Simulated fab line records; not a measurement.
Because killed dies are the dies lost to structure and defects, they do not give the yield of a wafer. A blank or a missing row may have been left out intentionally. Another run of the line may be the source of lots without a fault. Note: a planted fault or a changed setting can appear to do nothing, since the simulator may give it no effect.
fab line records -- flow n5_finfet
[record] lots = 4, wafers = 12, last_day = 15
route steps=1938 shown BEOL_M11@1582 BEOL_M12@1602 PASSIVATION@1936
lots that met no fault: taken from a fault-free run of the same line
start_h: the number of hours between the record's first day and the start of the first shown wafer of the lot -- wait_h: how many hours have passed since the lot's step before this one -- " as in the row above -- L1.1+2: a single row standing in for several wafers -- - no value present, or no start provided -- * or withheld: withheld -- < > ~ a bound
route shown NAME@n: a module of which the file shows steps, and the number in the route of the first -- usual: mean and standard deviation over wafers with no fault -- same: alike in all rows -- chamber/n: place in a boat -- sites: each site's reading -- _std_site: how widely they spread, as a standard deviation -- _edge_site: inner sites' mean taken away from outer sites' mean -- radius_mm: how far each site lies from the wafer's centre -- mask NAME#n: copy n -- behind: tool/chamber where the wafer was last shaped -- hold: the reason the lot was held/the length of the hold in hours/how it ended -- device: which transistor (n, p or np) failed to switch -- end of line: the tests these same wafers got at the end of their route -- a step given without rows: its recipe and nothing more -- killed: the dies lost at the first sort to structure and to defects; this is not the yield of the wafer -- map: dies across one wafer; x = killed, . = not, _ = none there
set.NAME: the setting as run; set.NAME@STEP: as run at that earlier step -- model.NAME: the simulator's own value behind a step, which no gauge read
lots at selected steps of the route; one table per step, one row per wafer
services: from which hour (start_h, from the record's first day; less than 0 if before it) a tool's chamber was out of use, for how many hours, and why
[[steps]]
[step N5_BEOL_M11_HM_STRIP_39]
[recipe] chemistry = peroxide_tin_strip, material = TiN, target_depth_a = 250, temp_c = 50, time_s = 158
[step N5_BEOL_M11_SRD_40]
[recipe] time_s = 30, temp_c = 23, rinse_liquid = diw, dry = ipa_marangoni
[step N5_BEOL_M11_PRECLEAN_42]
[recipe] chemistry = residue_remover, time_s = 60, temp_c = 40
[step N5_BEOL_M11_SRD_43]
[recipe] time_s = 30, temp_c = 23, rinse_liquid = diw, dry = ipa_marangoni
[step N5_BEOL_M11_CURE_72]
[recipe] temp_c = 370, time_s = 120, ambient = DMADMS/He, material = SiCOH_lowk
[step N5_BEOL_M11_DEGAS_44]
[recipe] ambient = vacuum, temp_c = 250, time_s = 60
[step N5_BEOL_M11_PRE_CLEAN_45]
[recipe] gas = H2/He, time_s = 30, temp_c = 250
[step N5_BEOL_M11_ALD_74]
[recipe] material = TaN, target_thk_a = 20, temp_c = 275, ald_precursor_family = PDMAT, ald_co_reactant = NH3, pressure_torr = 3, carrier_flow_sccm = 1500, pulse_time_s = 2, purge_time_s = 3, co_reactant_purge_time_s = 2, co_reactant_pulse_time_s = 3, ald_cycles = 40, precursor_vessel_temp_c = 75, precursor_vessel_pressure_torr = 26.25, precursor_vessel_carrier_sccm = 1000
[step N5_BEOL_M11_SURFACE_TREAT_76]
[recipe] gas = Ar, time_s = *, ion_energy_ev = *, ion_current_ma_cm2 = 0.5, pressure_mtorr = *, ar_flow_sccm = 30
[step N5_BEOL_M11_CVD_75]
[recipe] material = Co, target_thk_a = 20, temp_c = withheld, precursor = CCTBA/H2, pressure_torr = 30, time_s = 138.9
[step N5_BEOL_M11_SPUTTER_48]
[recipe] material = Cu, target_thk_a = 120, temp_c = -20, bias_v = 60, power_w = 26000, chamber_pressure_pa = 0.13, time_s = 2
[step N5_BEOL_M11_ECD_50]
[recipe] material = Cu, target_thk_a = 3180
lot.wafer,tool,chamber,start_h,wait_h
L427.2+3+4,ecd_cu-02,"1,0,1",283.88,0.1
L431.2+3+5,ecd_cu-02,0,310.85,0.1
L432.2+4+6,ecd_cu-02,"0,1,0",314.91,0.1
L434.2+5+6,ecd_cu-02,"0,0,1",319.60,0.1
[step N5_BEOL_M11_ANNEAL_51]
[recipe] temp_c = 225, time_s = 90, ambient = N2
[step N5_BEOL_M11_CMP_52]
[recipe] stop_on = SiCOH_lowk, t_overpolish_s = 7, down_force_psi = 1, platen_rpm = 50, clearing_platen_down_force_psi = 1.5, clearing_platen_rpm = 50, post_cmp_clean = cu_alkaline, target_thk_nm = 140, clearing_platen_pad_velocity_m_s = 0.99484, pad_velocity_m_s = 0.99484
[step N5_BEOL_M11_PRE_CLEAN_55]
[recipe] gas = NH3, time_s = 15, temp_c = withheld, rf_power_w = 300
[step N5_BEOL_M11_DEP_56]
[recipe] material = SiCN, target_thk_a = 300, temp_c = withheld, precursor = 3MS/NH3, pressure_torr = 3, rf_w = 675, time_s = 10.5
[step N5_BEOL_M12_ILD_DEP_00]
[recipe] material = SiOC, target_thk_a = 6589.2, temp_c = 350, precursor = DEMS/O2, pressure_torr = 5, rf_w = 500, time_s = 130.7
[step N5_BEOL_M12_COAT_58]
[recipe] resist = BARC, temp_c = 205, time_s = 60, spin_rpm = 1500, resist_thk_nm = 89
[step N5_BEOL_M12_COAT_04]
[recipe] spin_rpm = 1625, resist_thk_nm = 400
[step N5_BEOL_M12_EBR_06]
[recipe] solvent = PGMEA, ebr_width_mm = 1.5
[step N5_BEOL_M12_SOFTBAKE_05]
[recipe] temp_c = 130, time_s = 60
[step N5_BEOL_M12_EXPOSE_07]
[recipe] mask_id = V11, na = 0.93, source_shape = conventional, sigma_outer = 0.6, polarization = unpolarized, attpsm_phase_deg = 180, dose_mj = 32.5
[step N5_BEOL_M12_PEB_08]
[recipe] peb_temp_c = 130, peb_time_s = 90
[step N5_BEOL_M12_DEVELOP_09]
[recipe] develop_time_s = 45, rinse_liquid = diw, dry = air_spin, dev_temp_c = 21
[step N5_BEOL_M12_HARDBAKE_14]
[recipe] temp_c = 130, time_s = 120
[step N5_BEOL_M12_DESCUM_15]
[recipe] chemistry = O2, time_s = 7.9, source_power_w = 50, bias_power_w = 20, pressure_mtorr = 20, rf_frequency_hz = 2.712e+07, temp_c = 40, o2_flow_sccm = 225
[step N5_BEOL_M12_ETCH_59]
[recipe] chemistry = N2/H2, target = BARC, target_depth_a = 890, overetch_a = 267, time_s = 67.9, ion_energy_ev = 200, pressure_mtorr = 30, source_w = 840, bias_w = 150, n2_flow_sccm = 200, h2_flow_sccm = 200
[step N5_BEOL_M12_VIA_ETCH_16]
[recipe] chemistry = C4F8/O2/Ar, target = SiOC, pressure_mtorr = 30, source_w = 3000, bias_w = 700, Ar_flow_sccm = 400, C4F8_flow_sccm = 15, O2_flow_sccm = 8, he_inner_torr = 15, he_outer_torr = 30, target_depth_a = 7248, time_s = withheld, ion_energy_ev = 250, ends = cleared
[step N5_BEOL_M12_STRIP_63]
[recipe] chemistry = N2/H2, power_w = 1000, temp_c = 250, h2_frac = 0.65, overash_fraction = 0.3, pressure_mtorr = 1000, n2_flow_sccm = 1750, h2_flow_sccm = 3250
[step N5_BEOL_M12_STRIP_64]
[recipe] chemistry = N2/H2, power_w = 1000, temp_c = 250, h2_frac = 0.65, overash_fraction = 0.3, pressure_mtorr = withheld, n2_flow_sccm = 1750, h2_flow_sccm = 3250
[step N5_BEOL_M12_STRIP_71]
[recipe] chemistry = post_etch_residue_remover, time_s = 60, temp_c = 25, remover_ph = withheld, remover_water_wt_pct = withheld, remover_fluoride_wt_pct = withheld
[step N5_BEOL_M12_SRD_72]
[recipe] time_s = 30, temp_c = 23, rinse_liquid = diw, dry = n2_spin, spin_rpm = 1500, dry_time_s = 30
[step N5_BEOL_M12_COAT_65]
[recipe] resist = SOC, temp_c = 250, time_s = 60, spin_rpm = 1500, resist_thk_nm = 300
[step N5_PASSIVATION_PROBE_49]
[usual] defect_limited_yield = 90.9/1.4, killed_at_M0_to_M3 = 37/12, killed_at_M4_up = 14/5.3, killed_at_contacts = 12/6.2, killed_at_front_end = 41/11, killed_at_other = 3.7/2.9, killed_dies = 107/17, killed_on_rim = 14/4.4, killed_open = 71/12, killed_short = 34/7.9, sort_bin_5_function = 5.3/0.95, sort_bin_6_memory = 3.4/0.7, sort_n_pass = 1073/17, sort_yield_pct = 90.9/1.5
[same] gross_dies = 1180, killed_at_back_side = 0, sort_bin_4_leakage[%] = 0, sort_bin_8_speed[%] = 0
lot.wafer,tool,chamber,start_h,wait_h,defect_limited_yield[%],killed_at_M0_to_M3,killed_at_M4_up,killed_at_contacts,killed_at_front_end,killed_at_other,killed_dies,killed_on_rim,killed_open,killed_short,sort_bin_5_function[%],sort_bin_6_memory[%],sort_n_pass,sort_yield_pct[%]
L427.2,prober-01,-,325.89,0.1,87.1,76,9,13,50,4,152,16,99,47,7.8,4.3,1028,87.1
L427.3,prober-01,-,325.94,0.1,89.7,74,7,6,32,3,122,14,76,41,5.6,4.4,1058,89.7
L427.4,prober-01,-,325.99,0.2,87.7,67,15,14,40,9,145,20,101,42,6.4,5.5,1035,87.7
L431.2,prober-02,-,352.86,0.1,90.4,32,14,18,48,1,113,10,70,42,6.1,3.0,1067,90.4
L431.3,prober-02,-,352.91,0.1,90.1,22,12,16,61,6,117,18,67,43,5.8,3.1,1063,90.1
L431.5,prober-02,-,353.01,0.2,92.2,29,8,7,45,3,92,10,64,24,4.3,3.0,1088,92.2
L432.4,prober-01,-,353.51,0.2,58.7,34,420,6,27,0,487,55,49,26,25.9,12.9,693,58.7
L432.6,prober-01,-,353.61,0.3,92.9,27,20,5,30,2,84,10,60,22,3.7,3.1,1096,92.9
L434.6,prober-02,-,366.91,0.3,58.3,40,406,9,32,5,492,61,68,34,28.0,11.2,688,58.3
// killed by level:class
L427.2 BEOL_M2:geometric_particle:open=16 BEOL_M0_SAQP:geometric_particle:open=15 MOL_CONTACT_COAG:geometric_particle:open=13 BEOL_M0_SAQP:geometric_particle:short=13 FIN_SAQP:geometric_particle:open=11 BEOL_M1:geometric_particle:open=10 BEOL_M3:geometric_particle:open=7 BEOL_M2:geometric_particle:short=6
L427.3 BEOL_M0_SAQP:geometric_particle:short=20 BEOL_M0_SAQP:geometric_particle:open=19 BEOL_M2:geometric_particle:open=8 FIN_SAQP:geometric_particle:open=7 STI_FIN_REVEAL:geometric_particle:open=6 MOL_CONTACT_COAG:geometric_particle:open=6 BEOL_M1:geometric_particle:open=6 BEOL_M2:geometric_particle:short=6
L427.4 BEOL_M0_SAQP:geometric_particle:open=25 BEOL_M0_SAQP:geometric_particle:short=14 MOL_CONTACT_COAG:geometric_particle:open=13 FIN_SAQP:geometric_particle:open=10 BEOL_M1:geometric_particle:open=9 BEOL_M2:geometric_particle:open=7 STI_FIN_REVEAL:geometric_particle:open=6 DUMMY_GATE:geometric_particle:open=5
L431.2 STI_FIN_REVEAL:geometric_particle:open=14 MOL_CONTACT_COAG:geometric_particle:open=12 DUMMY_GATE:geometric_particle:open=9 BEOL_M0_SAQP:geometric_particle:short=8 GATE_CUT:geometric_particle:short=7 BEOL_M0_SAQP:geometric_particle:open=7 FIN_SAQP:geometric_particle:short=6 MOL_CONTACT_COAG:geometric_particle:short=6
L431.3 MOL_CONTACT_COAG:geometric_particle:open=13 STI_FIN_REVEAL:geometric_particle:open=10 FIN_SAQP:geometric_particle:open=7 FIN_SAQP:geometric_particle:short=7 GATE_CUT:geometric_particle:short=7 DUMMY_GATE:geometric_particle:open=6 BEOL_M0_SAQP:geometric_particle:open=6 STARTING-WAFER:geometric_particle:short=6
L431.5 STI_FIN_REVEAL:geometric_particle:open=12 DUMMY_GATE:geometric_particle:open=7 BEOL_M2:geometric_particle:open=7 MOL_CONTACT_COAG:geometric_particle:open=7 BEOL_M0_SAQP:geometric_particle:open=7 BEOL_M0_SAQP:geometric_particle:short=6 GATE_CUT:geometric_particle:short=4 BEOL_M4:geometric_particle:open=4
L432.4 BEOL_M11:unspecified=410 BEOL_M2:geometric_particle:open=11 GATE_CUT:geometric_particle:short=8 BEOL_M1:geometric_particle:open=8 BEOL_M4:geometric_particle:open=8 FIN_SAQP:geometric_particle:short=7 MOL_CONTACT_COAG:geometric_particle:open=6 BEOL_M0_SAQP:geometric_particle:short=5
L432.6 BEOL_M4:geometric_particle:open=14 BEOL_M2:geometric_particle:open=10 FIN_SAQP:geometric_particle:open=9 BEOL_M1:geometric_particle:open=6 STI_FIN_REVEAL:geometric_particle:open=4 MOL_CONTACT_COAG:geometric_particle:open=4 FIN_SAQP:geometric_particle:short=3 BEOL_M3:geometric_particle:open=3
L434.6 BEOL_M11:unspecified=390 BEOL_M0:geometric_particle:open=9 BEOL_M0_SAQP:geometric_particle:short=8 BEOL_M2:geometric_particle:open=7 MOL_CONTACT_COAG:geometric_particle:open=7 BEOL_M4:geometric_particle:open=7 FIN_SAQP:geometric_particle:open=5 DUMMY_GATE:geometric_particle:open=4
// map L432.4 (x killed, . not)
_________________..x..xxx.x..________________
______________x.x.xx.x..xxx..x.._____________
___________xx..xxx.x...xx....x.xx..__________
__________x..x.xx...x.x.x...x..xxx.._________
________..x.x......x.xxx..x.....x..x.._______
_______..x.x.xx.xx..x..xxxxxx..xx.xxx.x______
______...x.x....xx....x...x..xx........._____
_____.........xx....xxx....x.....x.x.x..x____
____x...xx..x...x...x.xx..xx....x....x..xx___
___....xxx.x..x....x.xx.x...x.x......x.x...__
___...x.x...x.xxx.....x...........xx...xx..__
__..x..x..x.x....x.......x..x.xxxx..xxx.xx.x_
__xxx....x.....x.xxx..x.x.x.x.x...x.xx....x._
_...x..x.x..x..x...x..x..xxx..x.x.xx.x.x..x..
_.xx...x..x.xx..x...x..x.....xx..xx...x..x.x.
_....xx..x..x.x......x.x..xxx..x...xx....xx.x
_xx.xx...xx.x.xx..x....xxx..xxx.x.x.x.x..x.x.
_....x.x...xxx...xxxxx.x.....xx.xx.x..xxx....
_x.x..xxxx......x...x.......xx...x.xx.x..xxxx
_...x.x...x.xxx..xx..x.x.xx...x....xxxxx.x.xx
_.xxx.x.x........xx.x.xx..x...x.xx.xx..x..xxx
__....xx.xxxxx.xxxxx.x..xxxx..xx....x.x....._
__x...x.x.xx..x.x.x..x...x..xxx.xxxx.x.x..xx_
___x.x....x..xx...xx.......x.xxxxx.xx...x..__
___x....xx.x.x......x..xxx..x..x.x...x....x__
____.......xxx.xxxxx...x.xxx...x..xxxxxx..___
_____..xx.xxxxxx...x.xxx.x.x.xx....x.x..x____
______....xxx.x.xxxx.xxx....x.xxxx.x.xx._____
_______x.x.xxx.xx.x....x.....x.x.x..xx.______
________xx....x...x..xxx.x....x.x..x.._______
__________.xxx.........x.x.x...x.x.._________
___________...x...x..x.xx....x...xx__________
______________x.xxxx.x.x.x.x...._____________
_________________...xxx..x.x.________________
// map L434.6 (x killed, . not)
_________________....x.....x.________________
______________x.xx.x.x.x..x....._____________
___________xxx.xx...xx.x..xxx..xx..__________
__________.x...x..xx..x..x.x...xxx.._________
________x....x......x.....xx.x...xx..._______
_______.....xxx.xx......x..x....xxxx..x______
______.xx.x....xx.....xx..x.xx..x..x.x.x_____
_____x...xxxx.xxxx....x...x..xxx.x...xxxx____
____.xx..xxxx..xxxxxx...x.xx..x....xx.xx..___
___x.xx.xx.....xxx....xxx.x.xx..x.xxxxx.x..__
___x.xx.x.x......x.xxx..xx...xxx...xx.x....__
__...x..x....x...x...x......x.x..xx......xx._
__...x..xxxx.x.x.x..x..x.x.x.xx....x.x......_
_.......xx..x.x..x..x.x.xx.xxx.xx..xx.x...x.x
_xx....xx....xxx..x.x..x......xxx.x.x..xx.x..
_...x..x...x.x..xx........xxxx.....x..xxxx.x.
_xx..x.xxx..x.x..xx.xx.xx.x.x.x.xx....xxx.x.x
_xx..x.x.xx.....x.xx.x.x..x...xxx..x.xx.x....
_....x..x.xxx.xx..xx...x.xx......xx.xx.x.xxx.
_xx..xx.xxx...xxxx...x...x..xx.....xxx.....xx
_x.xxx.x.xxxx....x.....x.x.x......x.xx.x....x
__x.x.xx.xx..x..x..x.x.....x.x....xxx.x...x._
__xxxx..x..xx.x...x..x..x...x..xx..xx...x.x._
___.xxx....x..x..x......x..x..x.xx.xxx.....__
___x.x.x.x..x.xxxxx.xx.xxxx.x.x..xx...xx..x__
____.x..x..x..x.x.xxx.xx...xxx....xxx...x.___
_____xx....x.x...x..xx...x....xx.x....xx.____
______xx.x....x.x.x.....xx.x.x.xx.x.x.x._____
_______.xx.xxx.....xxx......x....x.xx..______
________...x.x........xxx..x...x.....x_______
__________.x..x.x..x.xx...x..x......_________
___________xx.x....x..xx...x.x...x.__________
______________.x.x.x.xx.x..x.x.x_____________
_________________....x.x.xxx.________________
[[services]]
tool,chamber,start_h,hours,kind
ecd_cu-02,-,291.51,0.7,repair
[[key]]
[first_sign] step = N5_PASSIVATION_PROBE_49, reading = killed_at_M4_up, direction = up, sigmas = 76, usual = 14, struck = 413
[effect] step = N5_PASSIVATION_PROBE_49, reading = defect_limited_yield, direction = down, sigmas = 22, usual = 90.9, struck = 58.5
[more_kills_born_at] N5_BEOL_M11_ECD_50@ecd_cu-02 = 800
met_at N5_BEOL_M11_ECD_50
struck_wafers L432.4,L434.6
onset_between 283.88 314.91
[fault] kind = chamber_particle_source, tool = ecd_cu-02, chamber = 1, onset_h = 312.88, steps = N5_BEOL_M11_ECD_50, rate_per_visit_cm2 = 0.82059, end_h = 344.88
